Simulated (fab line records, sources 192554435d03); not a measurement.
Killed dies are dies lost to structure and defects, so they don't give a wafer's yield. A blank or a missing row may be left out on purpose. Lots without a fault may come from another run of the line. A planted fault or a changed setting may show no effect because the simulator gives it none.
A struck lot beside a sound one | flow n5_finfet | 18 steps out of a route of 1938
Sound: wafers L986.3, L986.4, L986.5. Struck: wafer L975.2. (L975.4, L975.5 of the same lot were not struck and are left out.) The cause comes at the end.
At each step with rows: each side's tool, then ch and its chambers, then its first start. Under that, the readings that differ: sound wafers | struck wafers | difference of the means | sigmas: that difference in standard deviations of wafers without a fault.
alike: readings whose means differ by less than 2 such deviations, and words and numbers that are the same on both sides. not compared: withheld readings, readings that some wafer has no value for, bounds like >300 that may hide the same value, and numbers for which the record gives no deviation and whose values overlap.
The two part at a step that has a row with sigmas, a row that says differs or no value, or rows on one side only. Numbers that don't overlap but have no deviation are shown without sigmas and don't part them. A reading that every wafer of one side lacks parts them only if that side has two wafers or more.

N5_BEOL_M3_ANNEAL_82: time 240 s.
  sound on pvd_sputter-01, day 12 07:31; struck on pvd_sputter-02, day 9 02:55
  alike: heater_power_w, susceptor_temp_C
then, 3 steps without rows for these wafers: N5_BEOL_M3_SPUTTER_86 (material Cu, target thk 4.5 nm, time 8.29 s); N5_BEOL_M3_ANNEAL_87 (time 240 s); N5_BEOL_M3_SPUTTER_88 (material Cu, target thk 4.5 nm, time 8.29 s).
N5_BEOL_M3_ANNEAL_89: time 240 s.
  sound on pvd_sputter-01, day 12 07:58; struck on pvd_sputter-02, day 9 03:22
  alike: heater_power_w, susceptor_temp_C
N5_BEOL_M3_SPUTTER_90: material Cu, target thk 4.5 nm, time 8.29 s.
  sound on pvd_sputter-01, day 12 08:06; struck on pvd_sputter-02, day 9 03:30
  reading                  | sound                   | struck  | difference | sigmas
  chamber_pressure_pa (Pa) | 0.07035 0.07011 0.06996 | 0.06981 | -0.00033   | -2
  alike: susceptor_temp_C, throttle_valve_pct
then, 2 steps without rows for these wafers: N5_BEOL_M3_ANNEAL_91 (time 240 s); N5_BEOL_M3_SPUTTER_92 (material Cu, target thk 4.5 nm, time 8.29 s).
N5_BEOL_M3_ANNEAL_93: time 240 s.
  sound on pvd_sputter-01, day 12 08:24; struck on pvd_sputter-02, day 9 03:48
  alike: heater_power_w, susceptor_temp_C
N5_BEOL_M3_SPUTTER_94: material Cu, target thk 4.5 nm, time 8.29 s.
  sound on pvd_sputter-01, day 12 08:32; struck on pvd_sputter-02, day 9 03:56
  alike: chamber_pressure_pa, susceptor_temp_C, throttle_valve_pct
then, 2 steps without rows for these wafers: N5_BEOL_M3_ANNEAL_95 (time 240 s); N5_BEOL_M3_SPUTTER_96 (material Cu, target thk 4.5 nm, time 8.29 s).
N5_BEOL_M3_ECD_50: material Cu, target thk 300 nm.
  sound on ecd_cu-01 ch 0,1, day 12 08:54; struck on ecd_cu-01 ch 0, day 9 04:16
  reading                                | sound             | struck | difference | sigmas
  model.Cu_of_BEOL_M3_ECD_50.thk_nm (nm) | 295.6 298.2 296.6 | 187    | -110       |
then, 1 step without rows for these wafers: N5_BEOL_M3_ANNEAL_51 (time 90 s).
N5_BEOL_M3_CMP_52: polishes, stops on SiOC, t overpolish 6.8 s, target thk 40 nm.
  sound on cmp-02 ch 0,1,3, day 12 09:17; struck on cmp-03 ch 0, day 9 05:37
  reading                | sound    | struck | difference | sigmas
  time_to_endpoint_s (s) | 60 68 61 | 44     | -19        | -5
  alike: clearing_platen_down_force_psi, motor_current_A
N5_BEOL_M3_THK_MEAS_53: measures by xrf.
  sound on film_metro-01, day 12 09:33; struck on film_metro-02, day 9 05:52
  alike: M3_THK
N5_BEOL_M4_RC_MEAS_101:
  sound on prober-02 ch 0, day 12 20:58; struck on prober-01 ch 0, day 9 22:20
  alike: DIBL_N, DIBL_P, IOFF_N, IOFF_P, ION_N, ION_P, SS_N, SS_P, VT_N, VT_P
-- the record jumps here: 5 days lie between the struck wafers' starts before and after (it left off in module BEOL_M4 and takes up again in module PASSIVATION, whose first step shown is number 1936 of the route) --
N5_PASSIVATION_PROBE_49:
  sound on prober-02, day 17 10:25; struck on prober-02, day 14 16:32
  alike: defect_limited_yield, killed_at_M0_to_M3, killed_at_M4_up, killed_at_contacts, killed_at_front_end, killed_at_other, killed_dies, killed_on_rim, killed_open, killed_short, sort_bin_5_function, sort_bin_6_memory, sort_bin_8_speed, sort_n_pass, sort_yield_pct

WHERE THEY PART
First at N5_BEOL_M3_SPUTTER_90; last, within this record, at N5_BEOL_M3_CMP_52. Later steps at which nothing parts them and some readings are alike: N5_BEOL_M3_THK_MEAS_53, N5_BEOL_M4_RC_MEAS_101, N5_PASSIVATION_PROBE_49.

WHY: what the simulator had put in
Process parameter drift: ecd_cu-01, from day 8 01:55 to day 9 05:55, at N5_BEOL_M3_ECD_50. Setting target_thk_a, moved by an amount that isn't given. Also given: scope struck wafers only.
